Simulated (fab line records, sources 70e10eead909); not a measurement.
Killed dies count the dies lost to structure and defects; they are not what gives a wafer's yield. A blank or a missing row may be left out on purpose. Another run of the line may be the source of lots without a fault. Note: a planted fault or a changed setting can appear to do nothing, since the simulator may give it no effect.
fab line records | flow nand-harc
record lots=12 wafers=36 last-day=24
route steps=1159 shown A_ONON_D1@427 A_CHANNEL_HOLE_D1@463
lots that met no fault: taken from a fault-free run of the same line
start-h: the number of hours between the record's first day and the start of the first shown wafer of the lot | wait-h: time in hours since the lot's previous step | " unchanged from the row above | L1.1+2: a single row standing in for several wafers | - value missing, or start not given | * or withheld: withheld | < > ~ a bound
route shown NAME@n: NAME is a module with steps in the file, n the number in the route of the first one | usual: mean/standard deviation taken from wafers without a fault | same: alike in all rows | chamber/n: place in a boat | sites: each site's reading | _std_site: their standard deviation | _edge_site: outer sites' mean less inner sites' | radius-mm: how far each site lies from the wafer's centre | mask NAME#n: copy n | behind: the most recent tool/chamber to have shaped the wafer | hold: why the lot was held/for how many hours/how that ended | device: whichever transistor did not switch (one of n, p or np) | end of line: at the end of the route, the tests of the same wafers | for a step that has no rows: nothing shown but its recipe | killed: the dies lost at the first sort to structure and to defects; this is not the yield of the wafer | map: shows each die of a wafer: x if killed, . if not, _ if none is there
set.NAME: the setting that was run; set.NAME@STEP: the one run at that earlier step | model.NAME: the simulator's own value behind a step, which no gauge read
steps of the route over a sample of lots; a table a step, a row a wafer
services: the hour from which a tool's chamber was out of use, counted from the record's first day as start-h (under 0 if before that day), plus the number of hours and why
## steps
# step NHARC_A_ONON_D1_THK_MEAS_05
# recipe thk-meas-gauge=ellipsometry
# usual thk-nm=1001/6.2
# columns lot.wafer tool chamber start-h wait-h thk-nm
L949.1 film-metro-02 - 159.39 - 1015
L949.2 " - " " 1013
L949.6 " - " " 1016
L948.3 film-metro-01 - 159.39 - 1005
L948.4 " - " " 1005
L948.5 " - " " 1005
L954.2 film-metro-01 - 194.42 - 1006
L954.3 " - " " 1007
L954.4 " - " " 1006
L956.1 film-metro-02 - 208.80 - 1011
L956.2 " - " " 1009
L956.5 " - " " 1013
L955.1 film-metro-01 - 208.83 - 1004
L955.2 " - " " 1005
L955.4 " - " " 1004
L957.3 film-metro-02 - 214.67 - 998
L957.4 " - " " 999
L957.5 " - " " 997
L959.1 film-metro-02 - 234.75 - 1001
L959.3 " - " " 1002
L959.5 " - " " 1003
L961.2 film-metro-01 - 234.79 - 1003
L961.3 " - " " 1002
L961.4 " - " " 999
L962.4 film-metro-02 - 244.52 - 1004
L962.5 " - " " 1005
L962.6 " - " " 1004
L964.1 film-metro-02 - 261.17 - 999
L964.2 " - " " 998
L964.6 " - " " 1002
L963.2 film-metro-02 - 261.19 - 992
L963.4 " - " " 990
L963.6 " - " " 992
L969.3 film-metro-01 - 285.09 - 991
L969.4 " - " " 991
L969.5 " - " " 992
# step NHARC_A_ONON_D1_DEP_33
# recipe target-thk-a=2000 temp-c=400 pressure-torr=6.5 rf-w=900 teos-flow-sccm=161.4 flow-sccm=2650 target-thk-nm=200 gas=O2 material=SiO2
# usual heater-power-w=559/92 mfc-precursor-sccm=161.4/0.5 throttle-valve-pct=16.04/0.29
# columns lot.wafer tool chamber start-h wait-h heater-power-w mfc-precursor-sccm throttle-valve-pct
L949.1 pecvd-02 2 170.50 0.1 561 161.9 15.69
L949.2 " 1 " " 500 161.0 15.96
L949.6 " 0 " " 453 161.3 15.86
L948.3 pecvd-04 1 170.56 0.1 663 161.4 16.35
L948.4 " 1 " " 687 162.2 16.74
L948.5 " 0 " " 715 161.8 15.95
L954.3 pecvd-02 2 206.54 0.1 561 160.6 15.71
L954.2 " 1 " " 435 161.3 15.75
L954.4 " 1 " " 433 160.8 15.82
L955.2 pecvd-04 2 219.89 0.1 524 161.1 16.42
L955.1 " 1 " " 692 161.5 15.91
L955.4 " 1 " " 694 161.0 16.46
L956.2 pecvd-01 2 219.92 0.1 489 160.5 16.22
L956.1 " 0 " " 534 161.4 15.99
L956.5 " 0 " " 554 162.3 15.94
L957.3 pecvd-01 2 225.77 0.1 420 161.5 16.27
L957.5 " 0 " " 630 160.5 15.98
L957.4 " 1 " " 600 161.8 16.58
L959.1 pecvd-02 0 247.37 0.1 342 161.4 15.90
L959.3 " 1 " " 523 161.5 15.91
L959.5 " 2 " " 668 161.4 15.76
L961.2 pecvd-02 0 247.64 0.1 441 161.3 16.14
L961.3 " 1 " " 533 160.6 16.15
L961.4 " 0 " " 436 161.2 15.79
L962.5 pecvd-02 2 257.25 0.2 640 161.8 15.76
L962.6 " 0 " " 366 224.2 16.36
L962.4 " 1 " " 461 160.8 15.89
L964.1 pecvd-01 1 272.73 0.1 603 160.9 15.87
L964.2 " 2 " " 564 161.5 16.02
L964.6 " 0 " " 690 161.8 15.93
L963.2 pecvd-02 2 272.88 0.2 661 162.1 15.94
L963.4 " 2 " " 672 161.6 16.12
L963.6 " 0 " " 406 223.0 16.68
L969.3 pecvd-01 1 296.35 0.1 496 161.3 15.94
L969.5 " 2 " " 571 160.7 15.69
L969.4 " 0 " " 616 161.7 16.20
# step NHARC_A_ONON_D1_THK_MEAS_34
# recipe thk-meas-gauge=ellipsometry
# usual thk-nm=201/3.2
# columns lot.wafer tool chamber start-h wait-h thk-nm
L949.1 film-metro-01 - 170.92 - 196
L949.2 " - " " 199
L949.6 " - " " 199
L948.3 film-metro-01 - 170.97 - 200
L948.4 " - " " 205
L948.5 " - " " 201
L954.2 film-metro-02 - 206.95 - 203
L954.3 " - " " 202
L954.4 " - " " 205
L956.1 film-metro-01 - 220.29 - 196
L956.2 " - " " 202
L956.5 " - " " 201
L955.1 film-metro-01 - 220.30 - 197
L955.2 " - " " 196
L955.4 " - " " 202
L957.3 film-metro-02 - 226.19 - 203
L957.4 " - " " 202
L957.5 " - " " 200
L959.1 film-metro-02 - 247.78 - 200
L959.3 " - " " 202
L959.5 " - " " 202
L961.2 film-metro-02 - 248.06 - 198
L961.3 " - " " 200
L961.4 " - " " 202
L962.4 film-metro-01 - 257.53 - 203
L962.5 " - " " 200
L962.6 " - " " 281
L964.1 film-metro-01 - 273.14 - 197
L964.2 " - " " 198
L964.6 " - " " 201
L963.2 film-metro-01 - 273.25 - 199
L963.4 " - " " 207
L963.6 " - " " 284
L969.3 film-metro-02 - 296.68 - 200
L969.4 " - " " 202
L969.5 " - " " 206
# step NHARC_A_CHANNEL_HOLE_D1_OVL_MEAS_11
# usual overlay-x-nm=0.0/0.83 overlay-y-nm=-0.1/0.77
# columns lot.wafer tool chamber start-h wait-h overlay-x-nm overlay-y-nm
L949.1 overlay-02 - 173.78 - 0.2 0.4
L949.2 " - " " -0.4 0.3
L949.6 " - " " 0.6 0.1
L948.3 overlay-02 - 174.55 - -0.3 -0.5
L948.4 " - " " 0.0 -0.2
L948.5 " - " " 0.2 0.0
L954.2 overlay-02 - 209.85 - -0.2 -1.2
L954.3 " - " " 0.0 -1.3
L954.4 " - " " -0.2 -0.9
L956.1 overlay-02 - 223.88 - -0.9 -0.5
L956.2 " - " " -0.8 -0.1
L956.5 " - " " -0.9 0.5
L955.1 overlay-02 - 224.03 - 0.2 0.2
L955.2 " - " " -0.2 0.1
L955.4 " - " " 0.5 0.1
L957.3 overlay-02 - 229.23 - -0.4 -1.2
L957.4 " - " " -1.1 -1.3
L957.5 " - " " -0.2 -2.1
L959.1 overlay-02 - 250.54 - 0.7 0.3
L959.3 " - " " 1.0 0.0
L959.5 " - " " 0.6 0.5
L961.2 overlay-01 - 251.15 - -1.5 1.7
L961.3 " - " " -1.3 1.5
L961.4 " - " " -1.3 0.5
L962.4 overlay-01 - 260.84 - 0.8 0.0
L962.5 " - " " 0.6 0.1
L962.6 " - " " 0.3 -0.4
L964.1 overlay-02 - 276.52 - 0.0 -0.6
L964.2 " - " " -0.6 -0.7
L964.6 " - " " -0.8 -0.7
L963.2 overlay-02 - 277.40 - -0.7 0.3
L963.4 " - " " -1.0 -0.2
L963.6 " - " " -0.7 0.6
L969.3 overlay-02 - 302.06 - 0.2 0.2
L969.4 " - " " 0.8 0.0
L969.5 " - " " 0.6 0.2
# step NHARC_A_CHANNEL_HOLE_D1_DESCUM_15
# recipe time-s=3 o2-flow-sccm=200 ar-flow-sccm=0 bias-power-w=0 chemistry=O2
# usual drypump-motor-current-A=5.8/0.3 oes-product-au=0.999/0.0083 rf-vpp-V=57.9/0.83 showerhead-plenum-p-Torr=1.93/0.091 throttle-valve-pct=11.311/0.0085
# columns lot.wafer tool chamber start-h wait-h drypump-motor-current-A oes-product-au rf-hours-counter-h rf-vpp-V showerhead-plenum-p-Torr throttle-valve-pct
L949.1 rie-diel-12 0 173.88 0.1 5.7 1.010 9 57.4 1.86 11.326
L949.2 " 3 " " 6.0 1.019 10 57.9 2.05 11.317
L949.6 " 1 " " 5.2 0.990 - 58.9 2.06 11.300
L948.4 rie-diel-08 1 174.64 0.1 5.6 1.009 3 59.0 1.88 11.292
L948.3 " 0 " " 6.1 1.003 3 57.5 1.96 11.313
L948.5 " 2 " " 6.2 1.004 - 59.0 1.78 11.320
L954.2 rie-diel-08 3 209.97 0.1 5.4 0.990 6 57.6 2.04 11.320
L954.4 " 0 " " 6.1 0.996 5 58.8 1.96 11.318
L954.3 " 1 " " 5.6 0.996 6 57.7 1.88 11.310
L956.2 rie-diel-09 2 223.98 0.1 6.2 0.997 10 57.6 1.84 11.302
L956.1 " 0 " " 5.6 1.001 10 59.6 1.97 11.304
L956.5 " 2 " " 6.2 0.991 - 57.7 1.84 11.300
L955.1 rie-diel-08 0 224.12 0.1 6.1 0.985 6 59.1 1.96 11.319
L955.4 " 2 " " 6.2 1.000 7 57.3 1.78 11.322
L955.2 " 3 " " 5.4 0.983 7 58.8 2.04 11.304
L957.4 rie-diel-08 1 229.33 0.1 5.6 0.995 7 57.4 1.88 11.308
L957.3 " 0 " " 6.2 0.995 7 58.4 1.96 11.304
L957.5 " 2 " " 6.2 1.010 - 56.8 1.78 11.304
L959.1 rie-diel-09 0 250.64 0.1 5.5 1.004 11 57.9 1.97 11.301
L959.3 " 2 " " 6.2 1.010 12 57.8 1.84 11.313
L959.5 " 0 " " 5.5 1.006 - 57.8 1.96 11.290
L961.4 rie-diel-12 2 251.25 0.1 5.6 1.013 2 58.0 1.97 11.319
L961.3 " 0 " " 5.7 1.008 2 57.4 1.86 11.318
L961.2 " 1 " " 5.2 0.989 2 58.8 2.06 11.307
L962.4 rie-diel-12 1 260.95 0.1 5.2 0.994 4 59.2 2.06 11.316
L962.5 " 0 " " 5.7 1.007 - 58.0 1.86 11.298
L962.6 " 1 " " 5.2 0.983 - 58.2 2.06 11.303
L964.1 rie-diel-12 0 276.62 0.1 5.7 1.014 4 57.8 1.86 11.306
L964.2 " 2 " " 5.5 1.002 6 58.4 1.97 11.309
L964.6 " 0 " " 5.7 1.009 - 57.3 1.86 11.310
L963.2 rie-diel-08 1 277.50 0.1 5.6 1.004 9 58.1 1.88 11.322
L963.4 " 0 " " 6.1 0.981 8 57.2 1.96 11.320
L963.6 " 2 " " 6.2 1.010 - 57.9 1.78 11.313
L969.3 rie-diel-12 2 302.16 0.1 5.6 0.996 7 58.0 1.97 11.322
L969.4 " 3 " " 6.0 0.990 6 58.0 2.05 11.319
L969.5 " 1 " " 5.2 0.990 - 57.0 2.06 11.325
## services
# columns tool chamber start-h hours kind
pecvd-04 - 152.50 0.5 repair
pecvd-02 - 153.02 13.0 pm
pecvd-02 0 153.02 13.0 vent-cycle
pecvd-02 1 153.02 13.0 vent-cycle
pecvd-02 2 153.02 13.0 vent-cycle
pecvd-02 0 166.02 - clean
pecvd-02 1 166.02 - clean
pecvd-02 2 166.02 - clean
rie-diel-09 3 169.22 1.7 repair
pecvd-02 1 186.30 4.6 repair
rie-diel-08 0 191.14 2.5 repair
rie-diel-12 2 193.05 9.4 repair
pecvd-04 - 195.00 13.0 pm
rie-diel-09 - 198.88 0.4 repair
rie-diel-12 - 202.42 9.0 pm
pecvd-02 0 220.46 4.2 repair
pecvd-01 - 237.64 13.0 pm
rie-diel-08 - 251.63 4.7 repair
rie-diel-09 - 254.28 9.0 pm
rie-diel-08 - 272.53 0.8 repair
rie-diel-09 0 274.96 6.4 repair
rie-diel-12 2 280.43 3.1 repair
rie-diel-09 3 291.43 8.3 repair
rie-diel-08 - 301.80 9.0 pm
## key
first-sign step=NHARC_A_ONON_D1_DEP_33 reading=mfc-precursor-sccm direction=up sigmas=99+ usual=161.4 struck=223.6
effect step=NHARC_A_ONON_D1_THK_MEAS_34 reading=thk-nm direction=up sigmas=26 usual=201 struck=283
met-at NHARC_A_ONON_D1_DEP_33
struck-lots L962,L963
struck-wafers L962.6,L963.6
tester-left-out L962,L963
not-acting-at NHARC_A_ONON_D1_THK_MEAS_05,NHARC_A_CHANNEL_HOLE_D1_OVL_MEAS_11,NHARC_A_CHANNEL_HOLE_D1_DESCUM_15
onset-between 247.64 257.25
fault kind=process-parameter-drift tool=pecvd-02 chamber=0 onset-h=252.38 steps=NHARC_A_ONON_D1_DEP_33 channel=teos-flow-sccm offset=* shape=step end-h=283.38 acts-in=* stated=*
# tester-left-out: of these lots the tester's yield and bins aren't shown, on N5 and GAA mostly nor the transistor test; their killed dies are dies lost to structure and defects alone, not to doping, threshold or leakage, so they don't give the yield
